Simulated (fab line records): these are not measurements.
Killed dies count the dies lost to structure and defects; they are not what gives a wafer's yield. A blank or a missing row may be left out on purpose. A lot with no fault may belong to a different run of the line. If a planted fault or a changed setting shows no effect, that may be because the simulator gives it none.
fab line records	flow n5_finfet
record lots=12	wafers=36	last_day=19
route steps=1938 shown BEOL_M14@1750 PASSIVATION@1911
lots with no fault: from the same line, run without faults
start_h: start of the lot's first displayed wafer, in hours after the record's first day	wait_h: hours from the lot's prior step to this one	" unchanged from the row above	L1.1+2: a single row standing in for several wafers	- no value, or no start was given	* or withheld: withheld	< > ~ a bound
route shown NAME@n: NAME is a module with steps in the file, n the number in the route of the first one	usual: the fault-free wafers' mean and standard deviation	same: alike in all rows	chamber/n: place in a boat	sites: the reading at each site	_std_site: their standard deviation	_edge_site: outer sites' mean less inner sites'	radius_mm: how far each site lies from the wafer's centre	mask NAME#n: copy n	behind: the most recent tool/chamber to have shaped the wafer	hold: the reason the lot was held/the length of the hold in hours/how it ended	device: which transistor (n, p or np) failed to switch	end of line: the tests these same wafers got at the end of their route	a step given without rows: its recipe and nothing more	killed: dies lost to structure and defects at the first sort, not the wafer's yield	map: a wafer's dies, x killed, . not, _ none there
set.NAME: the run value of the setting; set.NAME@STEP: its run value at that earlier step	model.NAME: the simulator's own value behind a step, which no gauge read
the route's steps for a sample of lots (tables are steps, rows are wafers)
services: from which hour (start_h, from the record's first day; less than 0 if before it) a tool's chamber was out of use, for how many hours, and why
## steps
# step N5_BEOL_M14_ETCH_67
# recipe chemistry=CF4	target=SiARC	target_depth_a=1430	time_s=238.3	ion_energy_ev=80	pressure_mtorr=40	source_w=545	bias_w=36	Ar_flow_sccm=100	cf4_flow_sccm=100	ends=cleared
# usual cf4_flow_sccm=99.9/0.33	drypump_motor_current_A=6.0/0.46	etch_rf_on_time_s=239/3.8	oes_product_au=0.67/0.067	rf_vpp_V=184.5/1.1	showerhead_plenum_p_Torr=2.18/0.053	throttle_valve_pct=15.61/0.23
lot.wafer	tool	chamber	start_h	wait_h	cf4_flow_sccm	drypump_motor_current_A	etch_rf_on_time_s	oes_product_au	rf_hours_counter_h	rf_vpp_V	showerhead_plenum_p_Torr	throttle_valve_pct
L377.2	rie_diel-02	0	273.53	0.0	100.0	6.2	242	0.59	213	183.9	2.21	15.75
L377.3	"	1	"	"	100.2	5.0	243	0.70	69	184.2	2.08	15.49
L377.5	"	1	"	"	99.9	5.0	241	0.71	-	182.9	2.08	15.50
L380.2	rie_diel-05	1	289.15	0.0	99.1	4.9	243	0.70	85	183.8	2.08	15.41
L380.4	"	0	"	"	99.5	5.7	238	0.61	168	185.0	2.22	15.82
L380.6	"	0	"	"	99.7	5.6	237	0.62	-	185.7	2.22	15.81
L379.1	rie_diel-05	1	305.47	0.0	100.0	4.9	241	0.70	91	182.8	2.07	15.43
L379.2	"	0	"	"	100.0	5.7	235	0.61	174	183.9	2.22	15.82
L379.5	"	3	"	"	100.3	6.4	237	0.60	-	185.1	2.20	15.92
L382.1	rie_diel-03	1	311.02	0.0	100.1	6.7	246	0.60	219	183.8	2.20	15.42
L382.2	"	3	"	"	99.7	6.1	235	0.62	209	183.4	2.12	15.77
L382.4	"	2	"	"	99.7	5.8	239	0.68	83	186.1	2.25	15.77
L388.1	rie_diel-03	2	355.81	0.0	100.5	5.8	241	0.67	101	185.5	2.24	15.80
L388.4	"	0	"	"	100.1	6.4	240	0.69	71	184.4	2.17	15.39
L388.5	"	1	"	"	99.3	6.7	246	0.59	-	185.8	2.19	15.44
L390.1	rie_diel-03	1	357.00	0.0	99.5	6.7	244	0.59	239	183.8	2.19	15.46
L390.2	"	0	"	"	99.8	6.4	240	0.69	72	184.5	2.17	15.42
L390.5	"	2	"	"	99.6	5.8	239	0.68	-	184.5	2.24	15.79
L395.1	rie_diel-05	0	385.76	0.0	99.9	5.6	236	0.60	196	184.0	2.21	15.89
L395.5	"	2	"	"	99.9	5.9	237	0.73	-	182.2	2.18	15.16
L395.6	"	0	"	"	100.3	5.6	237	0.59	-	186.0	2.21	15.88
L396.2	rie_diel-03	3	385.94	0.0	99.2	6.1	236	0.59	235	184.4	2.11	15.82
L396.4	"	0	"	"	99.7	6.4	246	0.67	-	184.4	2.17	15.43
L396.6	"	3	"	"	99.8	6.1	239	0.59	-	183.5	2.11	15.83
L394.2	rie_diel-03	3	386.52	0.0	100.2	6.1	237	0.60	236	183.1	2.11	15.83
L394.5	"	2	"	"	99.8	5.8	238	0.68	-	184.5	2.24	15.83
L394.6	"	3	"	"	100.3	6.1	238	0.60	-	182.7	2.11	15.81
L397.2	rie_diel-05	0	391.01	0.0	100.2	5.7	237	0.59	198	186.0	2.21	15.87
L397.5	"	3	"	"	99.8	6.4	230	0.84	-	184.6	2.19	15.48
L397.6	"	0	"	"	100.0	5.7	234	0.60	-	184.2	2.21	15.88
L398.2	rie_diel-05	1	401.26	0.0	99.9	4.9	242	0.68	115	184.6	2.07	15.48
L398.5	"	3	"	"	100.1	6.4	235	0.82	-	185.4	2.19	15.49
L398.6	"	2	"	"	100.3	5.9	240	0.71	-	185.0	2.18	15.18
L400.2	rie_diel-02	1	421.80	0.0	99.6	4.9	238	0.67	123	183.7	2.06	15.60
L400.3	"	2	"	"	100.0	6.0	239	0.69	78	186.1	2.25	15.65
L400.5	"	3	"	"	99.9	5.8	234	0.64	-	184.6	2.22	15.91
# step N5_PASSIVATION_STRIP_34
# recipe chemistry=O2	power_w=600	temp_c=60	pressure_mtorr=30	rf_frequency_hz=6e+07	bias_power_w=0	overash_fraction=2	o2_flow_sccm=225
# usual drypump_motor_current_A=5.9/0.49	oes_product_au=0.79/0.082	rf_vpp_V=3.6/1.6	showerhead_plenum_p_Torr=2.14/0.057	throttle_valve_pct=16.67/0.22
# same bias_power_w=0
lot.wafer	tool	chamber	start_h	wait_h	drypump_motor_current_A	oes_product_au	rf_hours_counter_h	rf_vpp_V	showerhead_plenum_p_Torr	throttle_valve_pct
L377.2	rie_diel-03	3	294.48	0.1	6.2	0.73	200	3.8	2.08	16.78
L377.3	"	1	"	"	6.7	0.72	218	3.9	2.16	16.47
L377.5	"	2	"	"	5.8	0.82	-	4.1	2.21	16.81
L380.2	rie_diel-03	0	308.52	0.1	6.4	0.86	51	2.6	2.14	16.47
L380.4	"	2	"	"	5.8	0.80	-	6.1	2.21	16.79
L380.6	"	0	"	"	6.4	0.84	-	2.1	2.13	16.43
L379.1	rie_diel-03	0	331.06	0.1	6.4	0.83	61	4.0	2.13	16.45
L379.2	"	1	"	"	6.7	0.69	228	3.4	2.15	16.49
L379.5	"	1	"	"	6.7	0.69	-	2.6	2.15	16.52
L382.1	rie_diel-03	3	332.98	0.1	6.1	0.71	217	4.3	2.07	16.83
L382.2	"	2	"	"	5.8	0.79	92	5.3	2.21	16.86
L382.4	"	1	"	"	6.7	0.70	229	1.4	2.15	16.52
L388.1	rie_diel-05	2	377.26	0.2	6.0	0.86	37	3.1	2.15	16.28
L388.4	"	2	"	"	6.0	0.87	-	1.4	2.15	16.24
L388.5	"	2	"	"	5.9	0.86	-	4.8	2.15	16.29
L390.1	rie_diel-02	2	384.86	0.2	6.1	0.81	64	5.6	2.21	16.66
L390.2	"	3	"	"	5.8	0.78	167	1.5	2.17	16.89
L390.5	"	2	"	"	6.0	0.84	-	3.1	2.21	16.68
L395.1	rie_diel-02	3	412.60	0.1	5.8	0.74	178	3.4	2.17	16.89
L395.5	"	1	"	"	4.9	0.78	-	4.7	2.02	16.67
L395.6	"	2	"	"	6.0	0.79	-	3.6	2.21	16.68
L394.2	rie_diel-03	3	413.09	0.1	6.1	0.68	248	6.2	2.06	16.92
L394.5	"	3	"	"	6.1	0.68	-	4.3	2.06	16.89
L394.6	"	1	"	"	6.7	0.98	-	2.8	2.15	16.03
L396.2	rie_diel-02	1	413.57	0.1	5.0	0.80	121	4.2	2.03	16.66
L396.4	"	0	"	"	6.2	0.96	5	1.0	2.14	16.30
L396.6	"	2	"	"	6.1	0.81	-	2.6	2.21	16.74
L397.2	rie_diel-02	3	413.90	0.1	5.8	0.74	178	2.7	2.17	16.93
L397.5	"	3	"	"	5.8	0.76	-	2.0	2.17	16.90
L397.6	"	2	"	"	6.0	0.81	-	9.2	2.21	16.71
L398.2	rie_diel-05	2	419.51	0.1	5.9	0.84	53	3.9	2.14	16.29
L398.5	"	3	"	"	6.4	0.94	-	6.6	2.14	16.51
L398.6	"	0	"	"	5.7	0.66	-	7.3	2.16	16.88
L400.2	rie_diel-05	3	440.39	0.1	6.4	0.90	20	4.1	2.14	16.57
L400.3	"	0	"	"	5.7	0.67	215	6.6	2.16	16.94
L400.5	"	0	"	"	5.7	0.67	-	6.3	2.16	16.92
# step N5_PASSIVATION_PROBE_49
# usual defect_limited_yield=91.5/1.3	killed_at_M0_to_M3=33/10	killed_at_M4_up=13/4	killed_at_contacts=12/6.3	killed_at_front_end=39/11	killed_at_other=3.4/2.6	killed_dies=100/15	killed_on_rim=13/4	killed_open=65/11	killed_short=34/7.8	sort_bin_5_function=5.0/0.89	sort_bin_6_memory=3.2/0.58	sort_n_pass=1080/15	sort_yield_pct=91.5/1.3
# same gross_dies=1180	killed_at_back_side=0	sort_bin_4_leakage[%]=0	sort_bin_8_speed[%]=0
lot.wafer	tool	chamber	start_h	wait_h	defect_limited_yield[%]	killed_at_M0_to_M3	killed_at_M4_up	killed_at_contacts	killed_at_front_end	killed_at_other	killed_dies	killed_on_rim	killed_open	killed_short	sort_bin_5_function[%]	sort_bin_6_memory[%]	sort_n_pass	sort_yield_pct[%]
L377.2	prober-01	-	299.09	0.1	92.0	14	16	19	45	0	94	13	67	27	4.7	3.1	1086	92.0
L377.3	prober-01	-	299.14	0.1	92.0	26	14	14	33	7	94	10	70	24	4.3	3.4	1086	92.0
L377.5	prober-01	-	299.24	0.2	89.3	33	21	25	40	7	126	14	89	37	6.9	3.5	1054	89.3
L380.2	prober-01	-	312.88	0.1	91.6	39	12	11	37	0	99	14	67	30	4.7	3.5	1081	91.6
L380.4	prober-01	-	312.98	0.2	92.3	39	15	3	30	4	91	16	63	27	4.3	3.0	1089	92.3
L380.6	prober-01	-	313.08	0.3	94.2	11	14	9	31	3	68	6	48	18	2.8	2.6	1112	94.2
L379.1	prober-02	-	335.39	0.0	93.1	25	5	23	29	0	82	9	61	21	4.5	2.3	1098	93.1
L379.2	prober-02	-	335.44	0.1	90.6	40	9	20	39	3	111	19	74	33	5.8	3.0	1069	90.6
L379.5	prober-02	-	335.59	0.2	92.4	34	17	12	25	2	90	14	57	33	4.5	2.9	1090	92.4
L382.1	prober-02	-	338.18	0.0	91.3	25	16	15	44	3	103	18	70	31	5.1	3.4	1077	91.3
L382.2	prober-02	-	338.23	0.1	88.7	23	15	25	64	6	133	16	85	47	6.1	4.8	1047	88.7
L382.4	prober-02	-	338.33	0.2	90.7	33	8	11	56	2	110	13	76	32	4.8	4.0	1070	90.7
L388.1	prober-02	-	382.04	0.0	91.7	27	11	21	33	6	98	9	68	30	4.7	3.1	1082	91.7
L388.4	prober-02	-	382.19	0.2	91.4	46	11	10	34	1	102	13	64	37	5.6	2.8	1078	91.4
L388.5	prober-02	-	382.24	0.2	86.3	50	59	11	35	7	162	33	80	34	8.1	4.5	1018	86.3
L390.1	prober-01	-	389.14	0.0	88.0	34	53	11	36	8	142	28	71	26	6.9	3.7	1038	88.0
L390.2	prober-01	-	389.19	0.1	91.5	23	18	8	44	7	100	13	63	37	5.1	3.1	1080	91.5
L390.5	prober-01	-	389.34	0.2	92.0	29	11	8	43	3	94	13	70	23	4.7	3.1	1086	92.0
L395.1	prober-01	-	416.77	0.0	91.1	37	14	20	32	2	105	15	66	36	4.6	3.6	1075	91.1
L395.5	prober-01	-	416.97	0.2	90.9	29	15	20	37	6	107	9	65	42	5.1	3.6	1073	90.9
L395.6	prober-01	-	417.02	0.3	90.7	29	12	18	50	1	110	17	60	48	5.3	3.1	1070	90.7
L394.2	prober-01	-	417.42	0.1	93.1	21	14	7	37	2	81	7	49	32	4.0	2.8	1099	93.1
L394.5	prober-01	-	417.57	0.2	90.8	28	17	6	53	4	108	18	74	34	6.0	3.0	1072	90.8
L394.6	prober-01	-	417.62	0.3	92.2	24	14	6	43	5	92	9	62	30	5.0	2.4	1088	92.2
L396.2	prober-02	-	418.81	0.1	89.8	41	12	13	52	2	120	11	75	43	6.4	3.6	1060	89.8
L396.4	prober-02	-	418.91	0.2	88.6	34	11	16	71	2	134	11	87	45	6.6	4.2	1046	88.6
L396.6	prober-02	-	419.01	0.3	90.6	35	11	4	58	3	111	16	73	37	5.8	3.2	1069	90.6
L397.2	prober-01	-	418.81	0.1	89.7	57	18	10	32	5	122	13	81	40	6.8	3.2	1058	89.7
L397.5	prober-01	-	418.96	0.2	90.3	34	21	14	36	10	115	10	71	43	5.7	3.4	1065	90.3
L397.6	prober-01	-	419.01	0.3	91.4	31	14	17	36	3	101	12	67	31	4.4	3.8	1079	91.4
L398.2	prober-02	-	423.86	0.1	90.9	27	11	16	45	8	107	16	68	38	4.7	4.2	1073	90.9
L398.5	prober-02	-	424.01	0.2	92.5	23	12	16	24	13	88	7	68	19	4.1	3.3	1092	92.5
L398.6	prober-02	-	424.06	0.3	93.6	29	10	9	22	5	75	9	48	27	2.9	3.2	1105	93.6
L400.2	prober-01	-	445.02	0.1	91.8	41	8	8	37	3	97	16	66	31	4.9	3.1	1083	91.8
L400.3	prober-01	-	445.07	0.1	93.9	24	10	9	28	1	72	8	45	27	3.4	2.5	1108	93.9
L400.5	prober-01	-	445.17	0.2	94.4	23	7	9	24	3	66	6	47	18	2.7	2.6	1114	94.4
# killed by level:class
L377.2 MOL_CONTACT_COAG:geometric_particle:open=17 FIN_SAQP:geometric_particle:short=13 FIN_SAQP:geometric_particle:open=13 STI_FIN_REVEAL:geometric_particle:open=9 BEOL_M4:geometric_particle:open=4 BEOL_M0_SAQP:geometric_particle:open=3 STARTING-WAFER:geometric_particle:open=3 GATE_CUT:geometric_particle:open=2
L377.3 MOL_CONTACT_COAG:geometric_particle:open=12 BEOL_M2:geometric_particle:open=8 BEOL_M4:geometric_particle:open=8 GATE_CUT:geometric_particle:short=7 GATE_CUT:geometric_particle:open=5 BEOL_M0_SAQP:geometric_particle:short=5 BEOL_M0_SAQP:geometric_particle:open=5 BEOL_M3:geometric_particle:open=5
L377.5 MOL_CONTACT_COAG:geometric_particle:open=20 STI_FIN_REVEAL:geometric_particle:open=14 BEOL_M2:geometric_particle:open=10 BEOL_M4:geometric_particle:open=9 BEOL_M0_SAQP:geometric_particle:short=9 BEOL_M5:geometric_particle:open=6 BEOL_M1:geometric_particle:open=5 STI_FIN_REVEAL:geometric_particle:short=5
L380.2 BEOL_M0_SAQP:geometric_particle:open=12 MOL_CONTACT_COAG:geometric_particle:open=11 BEOL_M0_SAQP:geometric_particle:short=9 STI_FIN_REVEAL:geometric_particle:open=8 BEOL_M4:geometric_particle:open=8 BEOL_M2:geometric_particle:open=7 FIN_SAQP:geometric_particle:open=6 BEOL_M1:geometric_particle:open=6
L380.4 BEOL_M1:geometric_particle:open=10 BEOL_M4:geometric_particle:open=8 FIN_SAQP:geometric_particle:open=7 BEOL_M0_SAQP:geometric_particle:open=7 STI_FIN_REVEAL:geometric_particle:open=6 GATE_CUT:geometric_particle:open=6 BEOL_M0_SAQP:geometric_particle:short=6 BEOL_M2:geometric_particle:open=4
L380.6 MOL_CONTACT_COAG:geometric_particle:open=8 STI_FIN_REVEAL:geometric_particle:open=7 BEOL_M4:geometric_particle:open=5 DUMMY_GATE:geometric_particle:open=4 STARTING-WAFER:geometric_particle:short=4 GATE_CUT:geometric_particle:open=3 BEOL_M0_SAQP:geometric_particle:short=3 FIN_SAQP:geometric_particle:open=2
L379.1 MOL_CONTACT_COAG:geometric_particle:open=20 BEOL_M0_SAQP:geometric_particle:open=7 FIN_SAQP:geometric_particle:open=6 BEOL_M0_SAQP:geometric_particle:short=6 BEOL_M3:geometric_particle:open=6 FIN_SAQP:geometric_particle:short=5 GATE_CUT:geometric_particle:open=4 BEOL_M4:geometric_particle:open=4
L379.2 MOL_CONTACT_COAG:geometric_particle:open=15 BEOL_M2:geometric_particle:open=13 BEOL_M3:geometric_particle:open=10 FIN_SAQP:geometric_particle:open=7 STI_FIN_REVEAL:geometric_particle:open=7 BEOL_M0_SAQP:geometric_particle:open=6 MOL_CONTACT_COAG:geometric_particle:short=5 BEOL_M0_SAQP:geometric_particle:short=4
L379.5 MOL_CONTACT_COAG:geometric_particle:open=10 BEOL_M0_SAQP:geometric_particle:short=8 BEOL_M0_SAQP:geometric_particle:open=6 BEOL_M2:geometric_particle:open=6 FIN_SAQP:geometric_particle:short=5 FIN_SAQP:geometric_particle:open=5 BEOL_M4:geometric_particle:open=5 BEOL_M1:geometric_particle:open=4
L382.1 STI_FIN_REVEAL:geometric_particle:open=15 MOL_CONTACT_COAG:geometric_particle:open=13 BEOL_M2:geometric_particle:open=8 BEOL_M0_SAQP:geometric_particle:open=7 BEOL_M4:geometric_particle:open=7 FIN_SAQP:geometric_particle:short=5 FIN_SAQP:geometric_particle:open=4 STI_FIN_REVEAL:geometric_particle:short=4
L382.2 MOL_CONTACT_COAG:geometric_particle:open=23 STI_FIN_REVEAL:geometric_particle:open=22 FIN_SAQP:geometric_particle:short=13 BEOL_M0_SAQP:geometric_particle:short=10 FIN_SAQP:geometric_particle:open=7 STI_FIN_REVEAL:geometric_particle:short=7 BEOL_M2:geometric_particle:open=6 BEOL_M4:geometric_particle:open=6
L382.4 FIN_SAQP:geometric_particle:open=15 FIN_SAQP:geometric_particle:short=12 BEOL_M0_SAQP:geometric_particle:open=12 MOL_CONTACT_COAG:geometric_particle:open=10 STI_FIN_REVEAL:geometric_particle:open=9 BEOL_M0_SAQP:geometric_particle:short=7 BEOL_M2:geometric_particle:open=6 BEOL_M3:geometric_particle:open=4
L388.1 MOL_CONTACT_COAG:geometric_particle:open=15 BEOL_M3:geometric_particle:open=10 BEOL_M4:geometric_particle:open=6 MOL_CONTACT_COAG:geometric_particle:short=6 BEOL_M0_SAQP:geometric_particle:short=6 FIN_SAQP:geometric_particle:open=5 STI_FIN_REVEAL:geometric_particle:open=4 DUMMY_GATE:geometric_particle:open=4
L388.4 STI_FIN_REVEAL:geometric_particle:open=12 BEOL_M1:geometric_particle:open=11 MOL_CONTACT_COAG:geometric_particle:open=9 BEOL_M0_SAQP:geometric_particle:short=7 FIN_SAQP:geometric_particle:short=6 BEOL_M1:geometric_particle:short=6 BEOL_M0:geometric_particle:open=5 BEOL_M3:geometric_particle:open=5
L388.5 BEOL_M14:unspecified=47 BEOL_M0_SAQP:geometric_particle:open=13 BEOL_M0_SAQP:geometric_particle:short=12 BEOL_M1:geometric_particle:open=11 FIN_SAQP:geometric_particle:open=10 MOL_CONTACT_COAG:geometric_particle:open=10 FIN_SAQP:geometric_particle:short=7 BEOL_M2:geometric_particle:open=5
L390.1 BEOL_M14:unspecified=44 STI_FIN_REVEAL:geometric_particle:open=13 MOL_CONTACT_COAG:geometric_particle:open=9 BEOL_M3:geometric_particle:open=7 BEOL_M0_SAQP:geometric_particle:open=6 FIN_SAQP:geometric_particle:short=5 BEOL_M1:geometric_particle:open=5 BEOL_M2:geometric_particle:open=5
L390.2 FIN_SAQP:geometric_particle:short=10 STI_FIN_REVEAL:geometric_particle:open=10 FIN_SAQP:geometric_particle:open=8 MOL_CONTACT_COAG:geometric_particle:open=7 BEOL_M0_SAQP:geometric_particle:short=5 GATE_CUT:geometric_particle:short=4 BEOL_M1:geometric_particle:open=4 BEOL_M3:geometric_particle:open=4
L390.5 FIN_SAQP:geometric_particle:open=12 BEOL_M3:geometric_particle:open=8 FIN_SAQP:geometric_particle:short=6 STI_FIN_REVEAL:geometric_particle:open=6 BEOL_M0_SAQP:geometric_particle:open=6 BEOL_M0_SAQP:geometric_particle:short=5 MOL_CONTACT_COAG:geometric_particle:open=5 STARTING-WAFER:geometric_particle:open=5
L395.1 MOL_CONTACT_COAG:geometric_particle:open=15 BEOL_M2:geometric_particle:open=10 BEOL_M3:geometric_particle:open=10 BEOL_M2:geometric_particle:short=8 ILD0:geometric_particle:open=6 BEOL_M0_SAQP:geometric_particle:short=6 FIN_SAQP:geometric_particle:open=5 FIN_SAQP:geometric_particle:short=5
L395.5 MOL_CONTACT_COAG:geometric_particle:open=16 FIN_SAQP:geometric_particle:short=10 BEOL_M0_SAQP:geometric_particle:open=7 BEOL_M0_SAQP:geometric_particle:short=7 BEOL_M3:geometric_particle:open=6 STI_FIN_REVEAL:geometric_particle:open=5 BEOL_M4:geometric_particle:open=5 DUMMY_GATE:geometric_particle:open=4
L395.6 FIN_SAQP:geometric_particle:short=15 MOL_CONTACT_COAG:geometric_particle:open=13 BEOL_M3:geometric_particle:open=7 STARTING-WAFER:geometric_particle:short=7 BEOL_M2:geometric_particle:short=6 BEOL_M2:geometric_particle:open=6 FIN_SAQP:geometric_particle:open=5 STI_FIN_REVEAL:geometric_particle:open=5
L394.2 STI_FIN_REVEAL:geometric_particle:open=11 FIN_SAQP:geometric_particle:open=9 BEOL_M0_SAQP:geometric_particle:short=7 BEOL_M3:geometric_particle:open=6 GATE_CUT:geometric_particle:short=4 MOL_CONTACT_COAG:geometric_particle:short=4 FIN_SAQP:geometric_particle:short=3 MOL_CONTACT_COAG:geometric_particle:open=3
L394.5 DUMMY_GATE:geometric_particle:open=15 FIN_SAQP:geometric_particle:open=14 FIN_SAQP:geometric_particle:short=7 MOL_CONTACT_COAG:geometric_particle:open=6 STI_FIN_REVEAL:geometric_particle:open=5 BEOL_M4:geometric_particle:open=5 BEOL_M8:geometric_particle:open=4 BEOL_M0_SAQP:geometric_particle:short=4
L394.6 FIN_SAQP:geometric_particle:open=11 STI_FIN_REVEAL:geometric_particle:open=10 FIN_SAQP:geometric_particle:short=6 MOL_CONTACT_COAG:geometric_particle:open=5 BEOL_M0:geometric_particle:short=5 BEOL_M1:geometric_particle:open=5 BEOL_M4:geometric_particle:short=5 DUMMY_GATE:geometric_particle:open=4
L396.2 STI_FIN_REVEAL:geometric_particle:open=12 FIN_SAQP:geometric_particle:open=11 MOL_CONTACT_COAG:geometric_particle:open=9 BEOL_M2:geometric_particle:open=9 BEOL_M0_SAQP:geometric_particle:open=8 BEOL_M0_SAQP:geometric_particle:short=7 BEOL_M3:geometric_particle:open=6 BEOL_M4:geometric_particle:open=6
L397.2 BEOL_M0_SAQP:geometric_particle:short=19 BEOL_M0_SAQP:geometric_particle:open=12 MOL_CONTACT_COAG:geometric_particle:open=10 BEOL_M2:geometric_particle:open=7 BEOL_M4:geometric_particle:open=7 BEOL_M0:geometric_particle:open=6 BEOL_M1:geometric_particle:open=6 DUMMY_GATE:geometric_particle:open=5
L396.4 STI_FIN_REVEAL:geometric_particle:open=15 FIN_SAQP:geometric_particle:open=13 MOL_CONTACT_COAG:geometric_particle:open=13 FIN_SAQP:geometric_particle:short=10 BEOL_M0_SAQP:geometric_particle:short=10 GATE_CUT:geometric_particle:short=7 BEOL_M0_SAQP:geometric_particle:open=7 DUMMY_GATE:geometric_particle:open=6
L397.5 BEOL_M4:geometric_particle:open=11 MOL_CONTACT_COAG:geometric_particle:open=8 BEOL_M0_SAQP:geometric_particle:short=8 FIN_SAQP:geometric_particle:open=7 DUMMY_GATE:geometric_particle:open=7 MOL_CONTACT_COAG:geometric_particle:short=5 BEOL_M1:geometric_particle:open=5 BEOL_M3:geometric_particle:open=5
L396.6 STI_FIN_REVEAL:geometric_particle:open=16 FIN_SAQP:geometric_particle:open=14 BEOL_M0_SAQP:geometric_particle:short=9 BEOL_M3:geometric_particle:open=8 BEOL_M4:geometric_particle:open=6 BEOL_M0_SAQP:geometric_particle:open=6 FIN_SAQP:geometric_particle:short=3 SPACER0:geometric_particle:short=3
L397.6 MOL_CONTACT_COAG:geometric_particle:open=14 FIN_SAQP:geometric_particle:open=9 BEOL_M0_SAQP:geometric_particle:short=8 BEOL_M4:geometric_particle:open=8 BEOL_M0_SAQP:geometric_particle:open=7 BEOL_M2:geometric_particle:open=6 DUMMY_GATE:geometric_particle:open=5 ILD0:geometric_particle:short=4
L398.2 MOL_CONTACT_COAG:geometric_particle:open=15 FIN_SAQP:geometric_particle:short=13 FIN_SAQP:geometric_particle:open=13 BEOL_M0_SAQP:geometric_particle:open=7 BEOL_M0_SAQP:geometric_particle:short=5 BEOL_M1:geometric_particle:open=5 BEOL_M5:geometric_particle:open=5 GATE_CUT:geometric_particle:short=4
L398.5 MOL_CONTACT_COAG:geometric_particle:open=13 FIN_SAQP:geometric_particle:open=10 BEOL_M1:geometric_particle:open=9 BEOL_M5:geometric_particle:open=5 DUMMY_GATE:geometric_particle:open=4 BEOL_M0_SAQP:geometric_particle:short=4 MIM_BOT:geometric_particle:open=4 PAD_METAL:geometric_particle:open=4
L398.6 MOL_CONTACT_COAG:geometric_particle:open=7 BEOL_M0_SAQP:geometric_particle:short=5 BEOL_M1:geometric_particle:open=5 BEOL_M5:geometric_particle:open=5 BEOL_M0_SAQP:geometric_particle:open=4 FIN_SAQP:geometric_particle:open=3 FIN_SAQP:geometric_particle:short=3 STI_FIN_REVEAL:geometric_particle:open=3
L400.2 BEOL_M2:geometric_particle:open=13 FIN_SAQP:geometric_particle:open=10 BEOL_M3:geometric_particle:open=8 MOL_CONTACT_COAG:geometric_particle:open=6 FIN_SAQP:geometric_particle:short=4 BEOL_M0_SAQP:geometric_particle:short=4 BEOL_M0:geometric_particle:open=4 BEOL_M1:geometric_particle:open=4
L400.3 MOL_CONTACT_COAG:geometric_particle:open=9 BEOL_M2:geometric_particle:open=9 GATE_CUT:geometric_particle:short=6 FIN_SAQP:geometric_particle:short=4 BEOL_M0_SAQP:geometric_particle:short=4 BEOL_M2:geometric_particle:short=4 BEOL_M3:geometric_particle:open=4 BEOL_M5:geometric_particle:open=4
L400.5 MOL_CONTACT_COAG:geometric_particle:open=9 BEOL_M2:geometric_particle:open=7 BEOL_M3:geometric_particle:open=7 STARTING-WAFER:geometric_particle:open=5 FIN_SAQP:geometric_particle:open=4 BEOL_M0_SAQP:geometric_particle:short=4 STI_FIN_REVEAL:geometric_particle:open=2 ILD0:geometric_particle:open=2
## services
tool	chamber	start_h	hours	kind
rie_diel-05	2	250.18	-	clean
rie_diel-05	2	250.18	-	consumable_replace:focus_ring
rie_diel-05	2	250.18	13.4	scheduled_down
rie_diel-05	2	250.18	13.4	vent_cycle
rie_diel-03	0	253.76	5.9	repair
rie_diel-05	1	276.26	3.2	repair
rie_diel-05	-	322.76	14.6	pm
rie_diel-05	0	341.64	21.4	repair
rie_diel-05	3	363.02	-	clean
rie_diel-05	3	363.02	-	consumable_replace:focus_ring
rie_diel-05	3	363.02	17.6	scheduled_down
rie_diel-05	3	363.02	17.6	vent_cycle
rie_diel-05	1	364.89	25.3	repair
rie_diel-03	3	373.30	4.5	repair
rie_diel-02	0	377.03	1.3	repair
rie_diel-03	1	385.22	-	clean
rie_diel-03	1	385.22	-	consumable_replace:focus_ring
rie_diel-03	1	385.22	24.3	scheduled_down
rie_diel-03	1	385.22	24.3	vent_cycle
rie_diel-03	2	413.03	5.8	repair
rie_diel-03	3	421.35	-	clean
rie_diel-03	3	421.35	-	consumable_replace:focus_ring
rie_diel-03	3	421.35	14.0	scheduled_down
rie_diel-03	3	421.35	14.0	vent_cycle
## key
first_sign step=N5_PASSIVATION_PROBE_49	reading=killed_at_M4_up	direction=up	sigmas=11	usual=13	struck=56
effect step=N5_PASSIVATION_PROBE_49	reading=killed_dies	direction=up	sigmas=3.4	usual=100	struck=152
more_kills_born_at N5_BEOL_M14_ETCH_67@rie_diel-03=91
met_at N5_BEOL_M14_ETCH_67
struck_lots L388,L390
struck_wafers L388.5,L390.1
not_acting_at N5_PASSIVATION_STRIP_34
onset_between 311.02 355.81
fault kind=chamber_particle_source	tool=rie_diel-03	chamber=1	onset_h=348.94	steps=N5_BEOL_M14_ETCH_67	rate_per_visit_cm2=0.93885	end_h=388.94
